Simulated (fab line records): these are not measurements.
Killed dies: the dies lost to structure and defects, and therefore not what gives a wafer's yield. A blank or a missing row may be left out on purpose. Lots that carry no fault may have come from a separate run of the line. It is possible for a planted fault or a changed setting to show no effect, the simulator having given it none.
fab line records | flow n5-finfet
[record] lots = 7 wafers = 21
route steps=1938 shown BEOL_M7@1293 BEOL_M8@1342 BEOL_M9@1407
start-h: start of the lot's first displayed wafer, in hours after the record's first day | wait-h: how many hours have passed since the lot's step before this one | " repeats the value in the row above | L1.1+2: a row that stands for several wafers | - either no value or no given start | * or withheld: withheld | < > ~ a bound
route shown NAME@n: NAME is a module with steps in the file, n the number in the route of the first one | usual: mean/standard deviation taken from wafers without a fault | same: alike in all rows | chamber/n: place in a boat | sites: per-site readings | _std_site: the standard deviation of these | _edge_site: inner sites' mean taken away from outer sites' mean | radius-mm: for every site, how far away it sits from the centre of the wafer | mask NAME#n: copy n | behind: the most recent tool/chamber to have shaped the wafer | hold: why the lot went on hold/how many hours it stayed there/how the hold came to an end | device: the transistor (n, p or np) that didn't switch | end of line: tests run on the same wafers once the route is complete | a step without rows: its recipe alone | killed: not the wafer's yield, but the dies lost to structure and defects at the first sort | map: dies across one wafer; x = killed, . = not, _ = none there
set.NAME: the setting the step ran with; set.NAME@STEP: the setting that earlier step ran with | model.NAME: the simulator's own value behind a step, which no gauge read
lots with deliberately changed settings; one table per step, one row per wafer
[[steps]]
[step N5_BEOL_M7_EXPOSE_25]
[recipe] mask-id = V6 na = 0.33 source-shape = annular sigma-inner = 0.4 sigma-outer = 0.8 polarization = unpolarized target-cd-nm = 40 dose-mj = 42.5
// columns lot.wafer tool chamber start-h wait-h mask set.dose-mj
L075.1+4+5 euv-scanner-01 0 208.47 - V6#0 42.5
L077.4+6 euv-scanner-02 0 209.46 - V6#0 42.5
L077.5 " 0 " " V6#0 45.45
L079.1 euv-scanner-02 0 225.18 - V6#0 42.5
L079.4+6 " 0 " " V6#0 44.31
L082.3+4 euv-scanner-01 0 238.21 - V6#0 42.5
L082.5 " 0 " " V6#0 40.65
L085.3+5+6 euv-scanner-02 0 262.98 - V6#0 42.5
L086.2+4+6 euv-scanner-01 0 276.90 - V6#0 42.5
L092.3+4+5 euv-scanner-01 0 309.87 - V6#0 42.5
[step N5_BEOL_M7_PEB_26]
[recipe] peb-temp-c = 100 peb-time-s = 60 resist = CAR-EUV
[step N5_BEOL_M7_DEVELOP_27]
[recipe] develop-time-s = 30 developer = TMAH resist = CAR-EUV rinse-liquid = surfactant-rinse dry = air-spin dev-temp-c = 23
[step N5_BEOL_M7_CD_MEAS_28]
[recipe] target-cd-nm = 40 landing-energy-ev = 500 detector = se-inlens
[usual] cd-nm = 40.03/0.23
// columns lot.wafer tool chamber start-h wait-h set.dose-mj@BEOL_M7_EXPOSE_25 cd-nm
L075.1 cd-sem-03 0 208.61 - 42.5 39.59
L075.4 " 0 " " 42.5 39.87
L075.5 " 0 " " 42.5 39.85
L077.4 cd-sem-03 0 209.58 - 42.5 39.68
L077.5 " 0 " " 45.45 41.33
L077.6 " 0 " " 42.5 40.16
L079.1 cd-sem-02 0 225.31 - 42.5 39.82
L079.4 " 0 " " 44.31 40.80
L079.6 " 0 " " 44.31 40.82
L082.3 cd-sem-02 0 238.33 - 42.5 40.03
L082.4 " 0 " " 42.5 39.89
L082.5 " 0 " " 40.65 39.33
L085.3 cd-sem-02 0 263.10 - 42.5 39.72
L085.5 " 0 " " 42.5 40.05
L085.6 " 0 " " 42.5 40.14
L086.2 cd-sem-02 0 277.03 - 42.5 39.72
L086.4 " 0 " " 42.5 40.12
L086.6 " 0 " " 42.5 40.19
L092.3 cd-sem-02 0 309.99 - 42.5 39.88
L092.4 " 0 " " 42.5 40.24
L092.5 " 0 " " 42.5 39.93
[step N5_BEOL_M7_DESCUM_33]
[recipe] chemistry = O2 time-s = 7 source-power-w = 50 bias-power-w = 20 pressure-mtorr = 20 rf-frequency-hz = 2.712e+07 temp-c = 40 resist = CAR-EUV o2-flow-sccm = 225
// columns lot.wafer tool chamber start-h wait-h set.dose-mj@BEOL_M7_EXPOSE_25 model.BEOL_M7.cd-nm
L075.1+4 rie-diel-06 3,2 208.73 0.0 42.5 39.8
L075.5 " 2 " " 42.5 40
L077.4 rie-diel-03 2 209.69 0.0 42.5 39.6
L077.5 " 2 " " 45.45 41
L077.6 " 3 " " 42.5 40.2
L079.1 rie-diel-06 0 225.43 0.0 42.5 40
L079.4 " 0 " " 44.31 41
L079.6 " 2 " " 44.31 40.8
L082.3 rie-diel-06 0 238.45 0.0 42.5 40
L082.4 " 3 " " 42.5 39.8
L082.5 " 0 " " 40.65 39.2
L085.3+5 rie-diel-06 3,1 263.25 0.1 42.5 40.2
L085.6 " 2 " " 42.5 40
L086.2+4 rie-diel-01 3,0 277.15 0.0 42.5 40
L086.6 " 2 " " 42.5 40.2
L092.3 rie-diel-01 2 310.11 0.0 42.5 40.4
L092.4 " 1 " " 42.5 40.2
L092.5 " 3 " " 42.5 40
[step N5_BEOL_M7_ETCH_72]
[recipe] chemistry = N2/H2 target = underlayer target-depth-a = 65 mask-material = CAR-EUV time-s = 5.2 ion-energy-ev = 200 pressure-mtorr = 30 source-w = 840 bias-w = 150 n2-flow-sccm = 200 h2-flow-sccm = 200 ends = cleared
[step N5_BEOL_M7_ETCH_65]
[recipe] chemistry = CF4 target = SiARC target-depth-a = 156 mask-material = CAR-EUV time-s = 26 ion-energy-ev = 80 pressure-mtorr = 40 source-w = 545 bias-w = 36 Ar_flow_sccm = 100 cf4-flow-sccm = 100 ends = cleared
// columns lot.wafer tool chamber start-h wait-h set.dose-mj@BEOL_M7_EXPOSE_25 model.BEOL_M7.cd-nm
L075.1+5 rie-diel-06 3,2 208.78 0.0 42.5 40
L075.4 " 2 " " 42.5 39.6
L077.4 rie-diel-03 2 209.75 0.0 42.5 39.6
L077.5 " 2 " " 45.45 41
L077.6 " 3 " " 42.5 40.2
L079.1 rie-diel-06 0 225.48 0.0 42.5 40
L079.4 " 0 " " 44.31 41
L079.6 " 2 " " 44.31 40.8
L082.3 rie-diel-06 0 238.51 0.0 42.5 40.2
L082.4 " 3 " " 42.5 40
L082.5 " 0 " " 40.65 39
L085.3+5 rie-diel-06 3,1 263.30 0.0 42.5 40.2
L085.6 " 2 " " 42.5 40
L086.2+4 rie-diel-01 3,0 277.20 0.0 42.5 40.2
L086.6 " 2 " " 42.5 40.4
L092.3 rie-diel-01 2 310.16 0.0 42.5 40.2
L092.4+5 " 1,3 " " 42.5 40
[step N5_BEOL_M7_ETCH_66]
[recipe] chemistry = N2/H2 target = SOC target-depth-a = 800 overetch-a = 160 mask-material = SiARC temp-c = 40 time-s = 120 ion-energy-ev = 200 pressure-mtorr = 30 source-w = 840 bias-w = 150 n2-flow-sccm = 200 h2-flow-sccm = 200
[usual] rf-vpp-V = 521.9/1.6
// columns lot.wafer tool chamber start-h wait-h set.bias-w rf-vpp-V model.SiARC_of_BEOL_M7_COAT_64.thk-nm
L075.1 rie-diel-06 3 208.81 0.0 150 520.4 6.4
L075.4 " 2 " " 150 523.6 6.4
L075.5 " 2 " " 150 521.7 6.4
L077.4 rie-diel-03 2 209.77 0.0 150 522.7 6.8
L077.5 " 2 " " 150 523.9 6.8
L077.6 " 3 " " 150 519.7 6.4
L079.1 rie-diel-06 0 225.51 0.0 150 522.7 6.6
L079.4 " 0 " " 150 520.9 6.6
L079.6 " 2 " " 136.3 492.5 7
L082.3 rie-diel-06 0 238.53 0.0 150 522.7 6.6
L082.4 " 3 " " 150 521.2 6.4
L082.5 " 0 " " 162.5 549.0 6
L085.3 rie-diel-06 3 263.33 0.0 128 471.3 7.4
L085.5 " 1 " " 128 469.2 7.6
L085.6 " 2 " " 150 524.0 6.4
L086.2 rie-diel-01 3 277.23 0.0 170.5 567.4 5.2
L086.4 " 0 " " 170.5 566.4 5.6
L086.6 " 2 " " 150 523.5 6.2
L092.3 rie-diel-01 2 310.19 0.0 150 523.6 6.2
L092.4 " 1 " " 141.8 503.2 6.8
L092.5 " 3 " " 150 522.9 6.4
[step N5_BEOL_M8_EXPOSE_08]
[recipe] mask-id = M8 na = 1.35 source-shape = dipole sigma-inner = 0.817 sigma-outer = 0.97 polarization = te dose-mj = 68.25
// columns lot.wafer tool chamber start-h wait-h mask set.dose-mj
L077.4+5+6 arfi-scanner-02 0 217.37 - M8#0 68.25
L075.1+4+5 arfi-scanner-03 0 218.20 - M8#0 68.25
L079.1+6 arfi-scanner-01 0 231.89 - M8#0 68.25
L079.4 " 0 " " M8#0 64.82
L082.3+4 arfi-scanner-01 0 243.28 - M8#0 68.25
L082.5 " 0 " " M8#0 63.79
L085.3+5 arfi-scanner-03 0 268.70 - M8#0 68.25
L085.6 " 0 " " M8#0 72.12
L086.2+4+6 arfi-scanner-03 0 282.76 - M8#0 68.25
L092.3+5 arfi-scanner-01 0 314.55 - M8#0 70.89
L092.4 " 0 " " M8#0 68.25
[step N5_BEOL_M8_PEB_09]
[recipe] peb-temp-c = withheld peb-time-s = 60 resist = CAR-ArF
[step N5_BEOL_M8_DEVELOP_10]
[recipe] develop-time-s = 30 developer = TMAH resist = CAR-ArF rinse-liquid = diw dry = air-spin dev-temp-c = 23
[step N5_BEOL_M8_CD_MEAS_11]
[recipe] target-cd-nm = 38.5 landing-energy-ev = 500 detector = se-inlens polarity = opening
[usual] cd-nm = 38.6/0.4
// columns lot.wafer tool chamber start-h wait-h set.dose-mj@BEOL_M8_EXPOSE_08 cd-nm
L077.4 cd-sem-02 0 217.49 - 68.25 39.5
L077.5 " 0 " " 68.25 39.0
L077.6 " 0 " " 68.25 39.0
L075.1 cd-sem-01 0 218.33 - 68.25 37.5
L075.4 " 0 " " 68.25 38.8
L075.5 " 0 " " 68.25 38.5
L079.1 cd-sem-01 0 232.02 - 68.25 38.6
L079.4 " 0 " " 64.82 36.1
L079.6 " 0 " " 68.25 38.9
L082.3 cd-sem-02 0 243.39 - 68.25 38.4
L082.4 " 0 " " 68.25 38.2
L082.5 " 0 " " 63.79 35.2
L085.3 cd-sem-02 0 268.82 - 68.25 38.1
L085.5 " 0 " " 68.25 38.7
L085.6 " 0 " " 72.12 41.1
L086.2 cd-sem-02 0 282.88 - 68.25 37.9
L086.4 " 0 " " 68.25 38.6
L086.6 " 0 " " 68.25 38.5
L092.3 cd-sem-03 0 314.67 - 70.89 40.2
L092.4 " 0 " " 68.25 38.1
L092.5 " 0 " " 70.89 40.2
[step N5_BEOL_M8_ETCH_61]
[recipe] chemistry = CF4 target = SiARC target-depth-a = 455 mask-material = CAR-ArF time-s = 75.8 ion-energy-ev = 80 pressure-mtorr = 40 source-w = 545 bias-w = 36 Ar_flow_sccm = 100 cf4-flow-sccm = 100 ends = cleared
[usual] rf-vpp-V = 184.3/1.2
// columns lot.wafer tool chamber start-h wait-h set.bias-w set.dose-mj@BEOL_M8_EXPOSE_08 rf-vpp-V model.BEOL_M8.cd-offset-nm
L077.4 rie-diel-04 2 217.60 0.0 36 68.25 186.0 0.6
L077.5 " 3 " " 36 68.25 186.2 -0.2
L077.6 " 0 " " 36 68.25 184.1 0.8
L075.1 rie-diel-05 0 218.45 0.0 36 68.25 185.2 -0.6
L075.4 " 3 " " 36 68.25 183.4 0
L075.5 " 1 " " 36 68.25 183.4 0
L079.1 rie-diel-04 3 232.14 0.0 36 68.25 187.2 0
L079.4 " 1 " " 36 64.82 181.9 -2.2
L079.6 " 0 " " 36 68.25 182.9 0.8
L082.3 rie-diel-05 0 243.51 0.0 41.29 68.25 203.4 0.2
L082.4 " 2 " " 36 68.25 186.6 -0.6
L082.5 " 1 " " 41.29 63.79 200.4 -3.4
L085.3 rie-diel-04 1 269.08 0.0 36 68.25 182.7 -0.6
L085.5 " 1 " " 36 68.25 183.3 0
L085.6 " 3 " " 36 72.12 185.1 2
L086.2 rie-diel-02 1 283.01 0.0 37.85 68.25 191.4 -1
L086.4 " 3 " " 36 68.25 183.2 0.4
L086.6 " 0 " " 36 68.25 183.3 -0.2
L092.3 rie-diel-05 2 314.80 0.0 40.46 70.89 199.6 1
L092.4 " 1 " " 36 68.25 184.9 -0.6
L092.5 " 2 " " 36 70.89 183.8 1.6
[step N5_BEOL_M8_ETCH_62]
[recipe] chemistry = N2/H2 target = SOC target-depth-a = 1100 overetch-a = 220 mask-material = SiARC temp-c = 40 time-s = 165 ion-energy-ev = 200 pressure-mtorr = 30 source-w = 840 bias-w = 150 n2-flow-sccm = 200 h2-flow-sccm = 200
// columns lot.wafer tool chamber start-h wait-h set.dose-mj@BEOL_M8_EXPOSE_08 model.BEOL_M8.cd-offset-nm
L077.4 rie-diel-04 2 217.66 0.0 68.25 0.8
L077.5 " 3 " " 68.25 0
L077.6 " 0 " " 68.25 1
L075.1 rie-diel-05 0 218.51 0.0 68.25 -0.2
L075.4 " 3 " " 68.25 0
L075.5 " 1 " " 68.25 -0.4
L079.1 rie-diel-04 3 232.20 0.0 68.25 0
L079.4 " 1 " " 64.82 -2.2
L079.6 " 0 " " 68.25 0.6
L082.3 rie-diel-05 0 243.57 0.0 68.25 0
L082.4 " 2 " " 68.25 -0.2
L082.5 " 1 " " 63.79 -3.4
L085.3 rie-diel-04 1 269.13 0.0 68.25 -0.6
L085.5 " 1 " " 68.25 0
L085.6 " 3 " " 72.12 2
L086.2 rie-diel-02 1 283.06 0.0 68.25 -1
L086.4 " 3 " " 68.25 0.4
L086.6 " 0 " " 68.25 -0.4
L092.3 rie-diel-05 2 314.86 0.0 70.89 1.2
L092.4 " 1 " " 68.25 -0.8
L092.5 " 2 " " 70.89 2
[step N5_BEOL_M8_STRIP_68]
[recipe] chemistry = N2/H2 temp-c = 40 n2-flow-sccm = 200 h2-flow-sccm = 200 rf-frequency-hz = 6e+07
[step N5_BEOL_M8_STRIP_67]
[recipe] chemistry = CF4 resist = SiARC power-w = 300 bias-power-w = 75 pressure-mtorr = 50 cf4-flow-sccm = 150 rf-frequency-hz = 6e+07
[step N5_BEOL_M8_HM_OPEN_17]
[recipe] chemistry = Cl2/BCl3 target-depth-a = 200 overetch-a = 60 target = TiN mask-material = SOC ion-energy-ev = 150 pressure-mtorr = 10 icp-w = 1000 bias-w = 126 Cl2_flow_sccm = 53.25 bcl3-flow-sccm = 21.75 Ar_flow_sccm = 25
// columns lot.wafer tool chamber start-h wait-h set.dose-mj@BEOL_M8_EXPOSE_08 model.BEOL_M8.cd-offset-nm
L077.4+6 rie-metal-03 0,1 217.88 0.1 68.25 0.8
L077.5 " 0 " " 68.25 0
L075.1 rie-metal-03 1 218.69 0.0 68.25 -0.4
L075.4 " 0 " " 68.25 0.2
L075.5 " 0 " " 68.25 -0.2
L079.1 rie-metal-02 1 232.39 0.0 68.25 0
L079.4 " 0 " " 64.82 -2.2
L079.6 " 1 " " 68.25 0.6
L082.3 rie-metal-03 0 243.79 0.1 68.25 0.2
L082.4 " 1 " " 68.25 -0.2
L082.5 " 1 " " 63.79 -3.6
L085.3 rie-metal-03 0 269.35 0.1 68.25 -0.4
L085.5 " 0 " " 68.25 0
L085.6 " 1 " " 72.12 2
L086.2 rie-metal-02 0 283.27 0.1 68.25 -1.2
L086.4 " 0 " " 68.25 0.4
L086.6 " 1 " " 68.25 -0.4
L092.3 rie-metal-03 0 315.07 0.1 70.89 1.4
L092.4 " 1 " " 68.25 -0.8
L092.5 " 0 " " 70.89 2.2
[step N5_BEOL_M8_STRIP_19]
[recipe] chemistry = O2 power-w = 400 temp-c = 40 pressure-mtorr = 30 rf-frequency-hz = 6e+07 bias-power-w = 0 overash-fraction = 0.2 o2-flow-sccm = 225
[step N5_BEOL_M8_CD_MEAS_18]
[recipe] pitch-nm = 80 target-cd-nm = 40
[usual] cd-nm = 39.9/0.55
// columns lot.wafer tool chamber start-h wait-h set.dose-mj@BEOL_M8_EXPOSE_08 cd-nm
L077.4 cd-sem-03 - 218.03 0.1 68.25 41.0
L077.5 " - " " 68.25 40.4
L077.6 " - " " 68.25 40.4
L075.1 cd-sem-02 - 218.90 0.0 68.25 39.7
L075.4 " - " " 68.25 40.0
L075.5 " - " " 68.25 39.8
L079.1 cd-sem-03 - 232.57 0.0 68.25 39.9
L079.4 " - " " 64.82 37.9
L079.6 " - " " 68.25 40.8
L082.3 cd-sem-03 - 244.10 0.1 68.25 40.2
L082.4 " - " " 68.25 39.9
L082.5 " - " " 63.79 36.7
L085.3 cd-sem-03 - 269.50 0.1 68.25 40.0
L085.5 " - " " 68.25 40.0
L085.6 " - " " 72.12 41.8
L086.2 cd-sem-03 - 283.48 0.1 68.25 38.7
L086.4 " - " " 68.25 40.1
L086.6 " - " " 68.25 39.6
L092.3 cd-sem-01 - 315.23 0.1 70.89 41.4
L092.4 " - " " 68.25 39.5
L092.5 " - " " 70.89 42.1
[step N5_BEOL_M8_COAT_63]
[recipe] resist = SOC temp-c = 250 time-s = 60 spin-rpm = 1500 resist-thk-nm = 60
[step N5_BEOL_M8_COAT_64]
[recipe] resist = SiARC temp-c = 220 time-s = 60 spin-rpm = 1500 resist-thk-nm = 12
[step N5_BEOL_M8_PRECLEAN_42]
[recipe] chemistry = residue-remover time-s = 60 temp-c = 40
[step N5_BEOL_M8_SRD_43]
[recipe] time-s = 30 temp-c = 23 rinse-liquid = diw dry = ipa-marangoni
[step N5_BEOL_M8_CD_MEAS_35]
[recipe] target-cd-nm = 40 polarity = opening
[usual] cd-nm = 39.9/0.55
// columns lot.wafer tool chamber start-h wait-h set.dose-mj@BEOL_M8_EXPOSE_08 cd-nm
L077.4 cd-sem-01 - 219.91 0.0 68.25 40.9
L077.5 " - " " 68.25 40.0
L077.6 " - " " 68.25 41.1
L075.1 cd-sem-02 - 220.09 0.0 68.25 39.9
L075.4 " - " " 68.25 39.8
L075.5 " - " " 68.25 39.7
L079.1 cd-sem-02 - 234.93 0.0 68.25 40.0
L079.4 " - " " 64.82 37.8
L079.6 " - " " 68.25 40.5
L082.3 cd-sem-03 - 245.74 0.0 68.25 40.1
L082.4 " - " " 68.25 39.9
L082.5 " - " " 63.79 36.5
L085.3 cd-sem-02 - 271.10 0.0 68.25 39.5
L085.5 " - " " 68.25 40.3
L085.6 " - " " 72.12 42.1
L086.2 cd-sem-02 - 284.51 0.0 68.25 39.2
L086.4 " - " " 68.25 40.4
L086.6 " - " " 68.25 39.8
L092.3 cd-sem-02 - 316.41 0.0 70.89 41.3
L092.4 " - " " 68.25 39.1
L092.5 " - " " 70.89 42.2
[step N5_BEOL_M9_COAT_60]
[recipe] resist = SiARC temp-c = 220 time-s = 60 spin-rpm = 1500 resist-thk-nm = 30
// columns lot.wafer tool chamber start-h wait-h set.spin-rpm model.SiARC_of_BEOL_M9_COAT_60.thk-nm
L077.4+5 litho-track-01 0 - - 1654 28.6
L077.6 " 0 " " 1500 30.2
L075.1 litho-track-01 0 - - 1500 30.2
L075.4+5 " 0 " " 1500 30
L079.1+6 litho-track-04 0 - - 1500 30
L079.4 " 0 " " 1647 28.6
L082.3+4+5 litho-track-04 0 - - 1500 30
L085.3 litho-track-02 0 - - 1661 28.4
L085.5+6 " 0 " " 1500 30
L086.2 litho-track-04 0 - - 1500 30
L086.4 " 0 " " 1559 29.4
L086.6 " 0 " " 1559 29.6
L092.3+4+5 litho-track-02 0 - - 1454 30.6
[step N5_BEOL_M9_DESCUM_16]
[recipe] chemistry = O2 time-s = 7.9 source-power-w = 50 bias-power-w = 20 pressure-mtorr = 20 rf-frequency-hz = 2.712e+07 temp-c = 40 resist = CAR-ArF o2-flow-sccm = 225
// columns lot.wafer tool chamber start-h wait-h set.time-s model.CAR-ArF_of_BEOL_M9_COAT_05.thk-nm
L077.4 rie-diel-03 2 226.59 0.9 9.011 82.6
L077.5 " 1 " " 7.9 83.4
L077.6 " 0 " " 9.011 82.8
L075.1+5 rie-diel-01 2,3 227.01 0.6 7.9 84
L075.4 " 3 " " 7.9 83.6
L079.1+6 rie-diel-01 2,0 240.66 0.0 7.9 83.6
L079.4 " 3 " " 7.9 83.4
L082.3+5 rie-diel-03 2 251.33 0.2 7.9 83.6
L082.4 " 3 " " 7.9 83.8
L085.3+5 rie-diel-01 3,2 277.64 0.0 7.9 83.4
L085.6 " 1 " " 7.9 83.2
L086.2 rie-diel-01 0 290.52 2.5 7.9 83.4
L086.4 " 1 " " 7.9 83.8
L086.6 " 2 " " 6.395 84.4
L092.3 rie-diel-03 0 320.62 0.0 8.975 83.2
L092.4 " 2 " " 7.9 83.8
L092.5 " 2 " " 7.9 84
[step N5_BEOL_M9_ETCH_61]
[recipe] chemistry = CF4 target = SiARC target-depth-a = 390 mask-material = CAR-ArF time-s = 65 ion-energy-ev = 80 pressure-mtorr = 40 source-w = 545 bias-w = 36 Ar_flow_sccm = 100 cf4-flow-sccm = 100 ends = cleared
[usual] etch-rf-on-time-s = 64.7/1.5
// columns lot.wafer tool chamber start-h wait-h set.spin-rpm@BEOL_M9_COAT_60 etch-rf-on-time-s model.etch.depth-nm model.CAR-ArF_of_BEOL_M9_COAT_05.thk-nm
L077.4 rie-diel-03 2 226.64 0.0 1654 63.0 28.62 56
L077.5 " 1 " " 1654 61.8 28.55 56.8
L077.6 " 0 " " 1500 65.8 30.11 54.8
L075.1 rie-diel-01 2 227.04 0.0 1500 64.3 30.11 55.8
L075.4 " 3 " " 1500 63.0 29.96 55.8
L075.5 " 3 " " 1500 62.6 29.93 56.2
L079.1 rie-diel-01 2 240.70 0.0 1500 62.8 30.01 55.8
L079.4 " 3 " " 1647 59.0 28.59 56.8
L079.6 " 0 " " 1500 64.1 30.06 55.6
L082.3 rie-diel-03 2 251.36 0.0 1500 66.5 30.06 55.6
L082.4 " 3 " " 1500 64.9 29.99 55.8
L082.5 " 2 " " 1500 66.8 30.03 55.6
L085.3 rie-diel-01 3 277.67 0.0 1661 59.4 28.31 57
L085.5 " 2 " " 1500 64.1 29.98 55.4
L085.6 " 1 " " 1500 64.7 30 55.4
L086.2 rie-diel-01 0 290.55 0.0 1500 64.3 30.1 55.4
L086.4 " 1 " " 1559 63.3 29.47 56.4
L086.6 " 2 " " 1559 61.7 29.55 56.8
L092.3 rie-diel-03 0 320.66 0.0 1454 67.6 30.61 54.6
L092.4 " 2 " " 1454 68.6 30.53 55.4
L092.5 " 2 " " 1454 68.4 30.57 55.4
[step N5_BEOL_M9_ETCH_62]
[recipe] chemistry = N2/H2 target = SOC target-depth-a = 1100 overetch-a = 220 mask-material = SiARC temp-c = 40 time-s = 165 ion-energy-ev = 200 pressure-mtorr = 30 source-w = 840 bias-w = 150 n2-flow-sccm = 200 h2-flow-sccm = 200
// columns lot.wafer tool chamber start-h wait-h set.spin-rpm@BEOL_M9_COAT_60 model.SiARC_of_BEOL_M9_COAT_60.thk-nm
L077.4 rie-diel-03 2 226.73 0.1 1654 22.6
L077.5 " 1 " " 1654 22
L077.6 " 0 " " 1500 23.8
L075.1 rie-diel-01 2 227.09 0.0 1500 23.4
L075.4+5 " 3 " " 1500 23.2
L079.1 rie-diel-01 2 240.75 0.0 1500 23.2
L079.4 " 3 " " 1647 21.8
L079.6 " 0 " " 1500 23.6
L082.3 rie-diel-03 2 251.41 0.0 1500 24
L082.4 " 3 " " 1500 23.4
L082.5 " 2 " " 1500 23.8
L085.3 rie-diel-01 3 277.72 0.0 1661 21.6
L085.5 " 2 " " 1500 23.2
L085.6 " 1 " " 1500 23.4
L086.2 rie-diel-01 0 290.60 0.0 1500 23.8
L086.4 " 1 " " 1559 23
L086.6 " 2 " " 1559 22.8
L092.3 rie-diel-03 0 320.71 0.0 1454 24.2
L092.4+5 " 2 " " 1454 24.4
[[key]]
[split] step = N5_BEOL_M7_EXPOSE_25 setting = dose-mj stated = 42.5 by = wafer
[response] step = N5_BEOL_M7_CD_MEAS_28 reading = cd-nm change = +0.195 per = 1% r = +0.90
[response] step = N5_BEOL_M7_DESCUM_33 reading = model.BEOL_M7.cd-nm change = +0.17 per = 1% r = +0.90
[response] step = N5_BEOL_M7_ETCH_65 reading = model.BEOL_M7.cd-nm change = +0.191 per = 1% r = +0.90
[split] step = N5_BEOL_M7_ETCH_66 setting = bias-w stated = 150 by = wafer
[response] step = N5_BEOL_M7_ETCH_66 reading = rf-vpp-V change = +3.39 per = 1% r = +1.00
[response] step = N5_BEOL_M7_ETCH_66 reading = model.SiARC_of_BEOL_M7_COAT_64.thk-nm change = -0.0643 per = 1% r = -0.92
[split] step = N5_BEOL_M8_EXPOSE_08 setting = dose-mj stated = 68.25 by = wafer
[response] step = N5_BEOL_M8_CD_MEAS_11 reading = cd-nm change = +0.496 per = 1% r = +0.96
[response] step = N5_BEOL_M8_ETCH_61 reading = model.BEOL_M8.cd-offset-nm change = +0.472 per = 1% r = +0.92
[response] step = N5_BEOL_M8_ETCH_62 reading = model.BEOL_M8.cd-offset-nm change = +0.491 per = 1% r = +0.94
[response] step = N5_BEOL_M8_HM_OPEN_17 reading = model.BEOL_M8.cd-offset-nm change = +0.509 per = 1% r = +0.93
[response] step = N5_BEOL_M8_CD_MEAS_18 reading = cd-nm change = +0.462 per = 1% r = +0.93
[response] step = N5_BEOL_M8_CD_MEAS_35 reading = cd-nm change = +0.503 per = 1% r = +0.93
[split] step = N5_BEOL_M8_ETCH_61 setting = bias-w stated = 36 by = wafer
[response] step = N5_BEOL_M8_ETCH_61 reading = rf-vpp-V change = +1.15 per = 1% r = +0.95
[split] step = N5_BEOL_M9_COAT_60 setting = spin-rpm stated = 1500 by = wafer
[response] step = N5_BEOL_M9_COAT_60 reading = model.SiARC_of_BEOL_M9_COAT_60.thk-nm change = -0.148 per = 1% r = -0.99
[response] step = N5_BEOL_M9_ETCH_61 reading = etch-rf-on-time-s change = * per = 1% r = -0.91
[response] step = N5_BEOL_M9_ETCH_61 reading = model.etch.depth-nm change = -0.151 per = 1% r = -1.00
[response] step = N5_BEOL_M9_ETCH_61 reading = model.CAR-ArF_of_BEOL_M9_COAT_05.thk-nm change = +0.148 per = 1% r = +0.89
[response] step = N5_BEOL_M9_ETCH_62 reading = model.SiARC_of_BEOL_M9_COAT_60.thk-nm change = -0.159 per = 1% r = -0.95
[split] step = N5_BEOL_M9_DESCUM_16 setting = time-s stated = 7.9 by = wafer
[response] step = N5_BEOL_M9_DESCUM_16 reading = model.CAR-ArF_of_BEOL_M9_COAT_05.thk-nm change = -0.0464 per = 1% r = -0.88
